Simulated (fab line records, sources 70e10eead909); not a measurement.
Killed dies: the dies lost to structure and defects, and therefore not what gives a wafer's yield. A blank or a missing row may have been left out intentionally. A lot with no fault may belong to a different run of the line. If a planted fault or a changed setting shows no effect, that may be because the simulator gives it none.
Which of the tools did it?    flow nand_harc    11 lots, 33 wafers sampled, at 5 steps of a route of 1302

== WHAT THE GAUGES SHOWED, per wafer ==
NHARC_A_ONON_D1_THK_MEAS_34: measures by ellipsometry.
lot   measured      on             thk_nm (nm)
L663  day 9 12:04   film_metro-01  198.0 194.6 199.2
L664  day 9 16:55   film_metro-02  199.4 196.6 199.1
L666  day 10 14:31  film_metro-02  199.2 197.0 201.9
L668  day 10 22:41  film_metro-01  204.8 226.1 201.1
L669  day 11 18:45  film_metro-02  197.6 223.2 226.0
L676  day 14 17:52  film_metro-02  200.1 204.5 199.7
L678  day 15 08:58  film_metro-02  200.0 199.9 199.4
L679  day 15 16:13  film_metro-02  198.1 197.9 200.8
L681  day 16 16:23  film_metro-01  199.9 195.5 203.5
L683  day 17 07:12  film_metro-02  200.2 202.9 201.2
L684  day 17 18:46  film_metro-02  200.5 196.2 202.4

NHARC_A_CHANNEL_HOLE_D1_CD_MEAS_10: target cd 100 nm.
lot   measured      on         cd_nm (nm)
L663  day 9 15:28   cd_sem-02  99.6 99.9 99.3
L664  day 9 23:08   cd_sem-02  100.2 100.2 100.2
L666  day 10 17:20  cd_sem-02  100.3 99.6 100.3
L668  day 11 02:31  cd_sem-01  98.9 100.1 99.7
L669  day 12 03:58  cd_sem-03  100.2 100.3 100.7
L676  day 14 22:07  cd_sem-02  100.0 99.4 100.1
L678  day 15 13:16  cd_sem-02  100.7 99.9 100.5
L679  day 15 19:00  cd_sem-02  99.5 100.0 100.2
L681  day 16 21:35  cd_sem-03  100.2 100.0 99.9
L683  day 17 10:07  cd_sem-01  100.4 100.7 100.6
L684  day 17 21:47  cd_sem-02  99.8 99.7 100.2

== WHICH TOOL RAN EACH LOT (tool, then ch and the chambers of the sampled wafers, then the start) ==
lot   NHARC_A_ZERO_WELL_ETCH_19           NHARC_A_ZERO_WELL_ETCH_13         NHARC_A_ONON_D1_DEP_33
L663  rie_diel-12 ch 0,1, day 8 00:35     rie_si-03 ch 0,1,3, day 8 00:43   pecvd-04 ch 0,1,2, day 9 11:40
L664  rie_diel-10 ch 0,2, day 8 05:46     rie_si-05 ch 1,2,3, day 8 05:53   pecvd-04 ch 1,2, day 9 16:31
L666  rie_diel-10 ch 0,1,3, day 9 01:10   rie_si-03 ch 0,1,3, day 9 01:17   pecvd-03 ch 1,2, day 10 14:06
L668  rie_diel-10 ch 0,1,3, day 9 14:02   rie_si-03 ch 1,2,3, day 9 14:10   pecvd-03 ch 0,1,2, day 10 22:25
L669  rie_diel-10 ch 0,1,3, day 10 09:08  rie_si-04 ch 0,1,3, day 10 09:16  pecvd-03 ch 0,1, day 11 18:23
L676  rie_diel-09 ch 0,3, day 13 03:13    rie_si-04 ch 0,1, day 13 03:19    pecvd-02 ch 0,2, day 14 17:31
L678  rie_diel-09 ch 1,2, day 13 22:09    rie_si-03 ch 0,2, day 13 22:16    pecvd-03 ch 0,2, day 15 08:32
L679  rie_diel-12 ch 0,1,3, day 14 02:26  rie_si-04 ch 0,1,3, day 14 02:34  pecvd-03 ch 1,2, day 15 15:54
L681  rie_diel-10 ch 1,2,3, day 15 05:52  rie_si-05 ch 0,2, day 15 05:59    pecvd-02 ch 0,1,2, day 16 16:04
L683  rie_diel-09 ch 2,3, day 15 23:01    rie_si-04 ch 0,3, day 15 23:08    pecvd-03 ch 0,1, day 17 06:53
L684  rie_diel-10 ch 0,2,3, day 16 07:07  rie_si-03 ch 0,3, day 16 07:13    pecvd-04 ch 0,1, day 17 18:20
- NHARC_A_ZERO_WELL_ETCH_19: etches the open film in N2/H2, target depth 80 nm, overetch 24 nm, time 87.88 s.
- NHARC_A_ZERO_WELL_ETCH_13: etches the open film in HBr/Cl2, target depth 120 nm, time 40.1 s.
- NHARC_A_ONON_D1_DEP_33: deposits SiO2, target thk 200 nm.

== WHAT THE TOOLS THEMSELVES READ (means of the sampled wafers that have a number; where no wafer has one, the mark that the record gives instead) ==
NHARC_A_ZERO_WELL_ETCH_19.
lot   tool         drypump_motor_current_A (A)  mfc_ar_sccm (sccm)  oes_product_au (a.u.)  rf_vpp_V (V)  showerhead_plenum_p_Torr (Torr)  throttle_valve_pct (%)
L663  rie_diel-12  6.7                          0.000               0.990                  430.3         2.01                             14.179
L664  rie_diel-10  5.7                          0.029               0.986                  432.4         2.09                             14.163
L666  rie_diel-10  5.1                          0.015               0.997                  429.9         2.02                             14.168
L668  rie_diel-10  5.1                          0.015               0.998                  429.7         2.02                             14.173
L669  rie_diel-10  5.2                          0.015               1.004                  430.3         2.02                             14.170
L676  rie_diel-09  6.3                          0.004               0.992                  430.3         2.01                             14.173
L678  rie_diel-09  5.8                          0.007               1.000                  431.8         2.10                             14.171
L679  rie_diel-12  6.4                          0.000               1.002                  428.1         1.97                             14.168
L681  rie_diel-10  5.0                          0.001               1.003                  430.2         1.99                             14.167
L683  rie_diel-09  6.2                          0.016               0.996                  429.6         2.00                             14.168
L684  rie_diel-10  5.3                          0.015               1.007                  431.2         2.05                             14.172

NHARC_A_ZERO_WELL_ETCH_13.
lot   tool       drypump_motor_current_A (A)  oes_product_au (a.u.)  throttle_valve_pct (%)
L663  rie_si-03  5.8                          1.001                  26.406
L664  rie_si-05  5.7                          1.005                  26.419
L666  rie_si-03  5.8                          1.000                  26.411
L668  rie_si-03  5.7                          1.001                  26.402
L669  rie_si-04  6.3                          0.997                  26.418
L676  rie_si-04  6.1                          0.985                  26.407
L678  rie_si-03  5.2                          1.006                  26.400
L679  rie_si-04  6.2                          0.986                  26.401
L681  rie_si-05  5.5                          0.999                  26.400
L683  rie_si-04  6.4                          0.992                  26.405
L684  rie_si-03  5.6                          1.001                  26.407

NHARC_A_ONON_D1_DEP_33.
lot   tool      heater_power_outer_w (W)  heater_power_w (W)  mfc_precursor_sccm (sccm)  throttle_valve_pct (%)
L663  pecvd-04  298                       557                 161.3                      16.0
L664  pecvd-04  354                       671                 161.3                      16.1
L666  pecvd-03  306                       522                 161.6                      15.7
L668  pecvd-03  320                       550                 168.4                      15.6
L669  pecvd-03  267                       505                 175.2                      16.0
L676  pecvd-02  316                       540                 161.4                      15.9
L678  pecvd-03  376                       625                 161.0                      15.8
L679  pecvd-03  330                       558                 161.5                      15.8
L681  pecvd-02  302                       529                 160.9                      16.3
L683  pecvd-03  238                       477                 161.5                      16.0
L684  pecvd-04  412                       717                 161.5                      16.1

== THE ANSWER, worked out from the rows above alone ==
Rule: what is usual is taken from the lots themselves. Put in order of their means at a reading, lots are off if they are a third of the lots or fewer, leave a main group of 4 or more, and stand apart from it by a gap of 3 or more times the standard deviation of the main group's means; of several such gaps the widest counts. A main group whose means are all the same, to the digits that the tables above print for the reading, isn't used. Also off: a lot with no number at a reading for which 4 or more lots have one. Any other lot the step has rows for is counted as sound. The gauges are gone through in route order, then the tools' own readings, and for those a lot's mean is taken as printed above. At the first step where some lot is off, the reading lying furthest off is the one used; lots without a number count as furthest.
Off: L668, L669, at NHARC_A_ONON_D1_THK_MEAS_34 (thk_nm). Mean 199.5 nm and standard deviation 1.3 in the main group.
A tool fits if, at a process step before that reading, it ran every lot that is off, and no sound lot after the first of them. The gauges at NHARC_A_ONON_D1_THK_MEAS_34 aren't tried: what is off there is off at NHARC_A_ONON_D1_DEP_33 too, on other tools, and a gauge's error can't cause that. No candidate that was tried fits.

== WHAT THE SIMULATOR HAD PUT IN ==
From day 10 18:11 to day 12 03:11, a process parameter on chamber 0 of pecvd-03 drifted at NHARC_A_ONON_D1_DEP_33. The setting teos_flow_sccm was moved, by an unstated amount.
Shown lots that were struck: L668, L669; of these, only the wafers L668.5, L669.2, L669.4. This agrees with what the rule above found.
